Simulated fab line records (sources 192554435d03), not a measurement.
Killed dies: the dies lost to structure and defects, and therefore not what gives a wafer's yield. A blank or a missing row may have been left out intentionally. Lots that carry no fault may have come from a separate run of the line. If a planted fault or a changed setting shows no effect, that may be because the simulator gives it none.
A lot that was struck, set against a sound lot ; flow n5-finfet ; 39 out of 1938 route steps
Sound: the wafers L576.4, L576.5, L576.6. Struck: wafers L583.3, L583.4, L583.6. The cause is given at the end.
For every step that has rows: the tool of each side, followed by ch and its chambers, followed by its first start. Under that, the readings that differ: sound wafers ; struck wafers ; difference of the means ; sigmas: that difference in standard deviations of wafers without a fault.
alike: words and numbers the same on both sides, and readings whose means are apart by under 2 such deviations; not compared: readings that were withheld, readings missing a value for some wafer, numbers with overlapping values and no deviation given by the record, and bounds like >300 which may hide the same value.
The two part at a step that has a row with sigmas, a row that says differs or no value, or rows on one side only. Numbers that have no deviation but don't overlap get no sigmas and don't part them. Lack of a reading on every wafer of one side parts them only where that side has two or more wafers.

first, 10 steps without rows for these wafers: N5_FIN_CUT_STRIP_22 (strips in N2/H2); N5_FIN_CUT_PRECLEAN_36 (cleans in O3/DIW, time 60 s); N5_FIN_CUT_SRD_32 (time 30 s); N5_FIN_CUT_UV_OZONE_34 (time 120 s); N5_STI_FIN_REVEAL_ALD_00 (deposits SiO2, target thk 1 nm, pulse time 1 s); N5_STI_FIN_REVEAL_ALD_14 (deposits Si3N4, target thk 3 nm); N5_STI_FIN_REVEAL_FCVD_FILL_01 (material SiO2 flowable, target thk 312 nm, time 512.2 s); N5_STI_FIN_REVEAL_DENSIFY_02 (time 1800 s); N5_STI_FIN_REVEAL_CMP_04 (polishes, stops on Si3N4, t overpolish 4 s, target thk 131.83 nm); N5_STI_FIN_REVEAL_DENSIFY_30.
N5_STI_FIN_REVEAL_ETCHBACK_08: etches SiO2 in C4F6/O2, target depth 30.5 nm, time 10.167 s.
  sound on rie-diel-02 ch 0,1,2, day 2 10:10; struck on rie-diel-02 ch 1,2, day 4 06:13
reading;sound;struck;difference;sigmas
oes-product-au (a.u.);0.66 0.74 0.76;0.96 0.74 0.97;+0.17;+2
  alike: O2_flow_sccm, drypump-motor-current-A, rf-vpp-V, showerhead-plenum-p-Torr, throttle-valve-pct
  not compared: rf-hours-counter-h
then, 16 steps without rows for these wafers: N5_STI_FIN_REVEAL_STRIP_24 (strips in N2/H2, time 90 s); N5_STI_FIN_REVEAL_PRECLEAN_25 (cleans in SPM, time 90 s); N5_STI_FIN_REVEAL_PRECLEAN_26 (cleans in SC1, time 45 s); N5_STI_FIN_REVEAL_PRECLEAN_29 (cleans in DHF, time 30 s); N5_STI_FIN_REVEAL_SRD_12 (time 30 s); N5_STI_FIN_REVEAL_RECESS_09 (chemistry HF/NH3, target SiO2, afs cycles 11, target depth 42.5 nm, sublimation time 60 s); N5_STI_FIN_REVEAL_STRIP_16 (strips SiNx in H3PO4, target depth 23.8 nm); N5_STI_FIN_REVEAL_PRECLEAN_17 (cleans in NF3:NH3, afs cycles 1, time 20 s, sublimation time 60 s); N5_STI_FIN_REVEAL_ETCH_34 (etches Si in H2, material Si, target depth 0.97 nm); N5_STI_FIN_REVEAL_OXIDATION_31 (chemistry O2 PLASMA REMOTE, time 20 s); N5_STI_FIN_REVEAL_PRECLEAN_32 (cleans in NF3:NH3, afs cycles 1, time 20 s, sublimation time 60 s); N5_STI_FIN_REVEAL_STRIP_35 (strips Si3N4 in H3PO4, target depth 4 nm, time 39 s); N5_STI_FIN_REVEAL_SRD_21 (time 30 s); N5_STI_FIN_REVEAL_OXIDATION_33 (chemistry O2 PLASMA REMOTE, time 20 s); N5_STI_FIN_REVEAL_CLEAN_19 (cleans in O3/DIW, time 120 s); N5_STI_FIN_REVEAL_SRD_23 (time 30 s).
N5_STI_FIN_REVEAL_FIN_H_MEAS_10:
  struck on ocd-02, day 4 09:20; sound on ocd-01, day 2 13:16
reading;sound;struck;difference;sigmas
trench-depth-nm (nm);51.8 51.8 52.4;42.5 42.6 41.9;-9.7;-17
then, 9 steps without rows for these wafers: N5_STI_FIN_REVEAL_PRECLEAN_18 (cleans in SC2, time 45 s); N5_STI_FIN_REVEAL_SRD_28 (time 30 s); N5_DUMMY_GATE_PRECLEAN_00 (cleans in O3/DIW, time 60 s); N5_DUMMY_GATE_SRD_01 (time 30 s); N5_DUMMY_GATE_ALD_02 (deposits SiO2, target thk 2 nm, pulse time 1 s); N5_DUMMY_GATE_CVD_03 (deposits a-Si from SiH4, target thk 150 nm, time 8042 s); N5_DUMMY_GATE_PRECLEAN_46 (cleans in DIW, time 89.5 s); N5_DUMMY_GATE_SRD_47 (dry time 32 s); N5_DUMMY_GATE_CMP_04 (polishes a-Si).
-- a jump in the record: the struck wafers' starts before and after are 5 days apart (it breaks off in module DUMMY_GATE and resumes in module BEOL_M4, where the first step shown is number 1111 of the route) --
N5_BEOL_M4_RC_MEAS_101:
  sound on prober-01 ch 0, day 8 01:59; struck on prober-01 ch 0, day 9 08:28
reading;sound;struck;difference;sigmas
DIBL_P (mV/V);33.9 35.9 36.0;100.4 76.1 89.3;+53.3;+25
IOFF_P (nA/um);0.16 0.18 0.19;36.80 14.15 23.93;+24.78;+99 or more
IOFF_P_85C (nA/um);3.0 3.4 3.6;277.0 125.5 193.0;+195.2;+99 or more
IOFF_P_LIN (nA/um);0.083 0.090 0.095;0.755 0.428 0.574;+0.496;+38
ION_P (uA/um);450 452 462;405 404 408;-49;-7
REXT_P (ohm.um);98.7 102.2 100.1;113.7 111.7 111.2;+11.9;+5
SS_P (mV/dec);72.5 73.2 73.2;150.5 127.3 142.0;+67.0;+99 or more
VT_P (mV);-253 -253 -253;-242 -245 -245;+9;+3
  not compared: CJ_N, DIBL_N, EOT_N, IGATE_N, IOFF_N, IOFF_N_85C, IOFF_N_LIN, IOFF_N_LONG, ION_N, RC_DENSE_N, RC_N, REXT_N, RS_SD_N, SS_N, VT_N, VT_N_LONG, VT_N_LVT
-- here the record skips 4 days between the struck wafers' starts before and after, leaving off in module BEOL_M4 and picking up in module PASSIVATION (first step shown: number 1936 of the route) --
N5_PASSIVATION_PROBE_49:
  rows exist in the record for the struck wafers here (prober-02, day 13 18:10), but not for the sound ones

== WHERE THEY PART ==
Last at N5_PASSIVATION_PROBE_49 as far as this record goes, first at N5_STI_FIN_REVEAL_ETCHBACK_08.

WHY: what had been put in by the simulator
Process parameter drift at N5_STI_FIN_REVEAL_ETCHBACK_08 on rie-diel-02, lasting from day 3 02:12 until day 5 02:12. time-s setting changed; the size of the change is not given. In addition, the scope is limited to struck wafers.
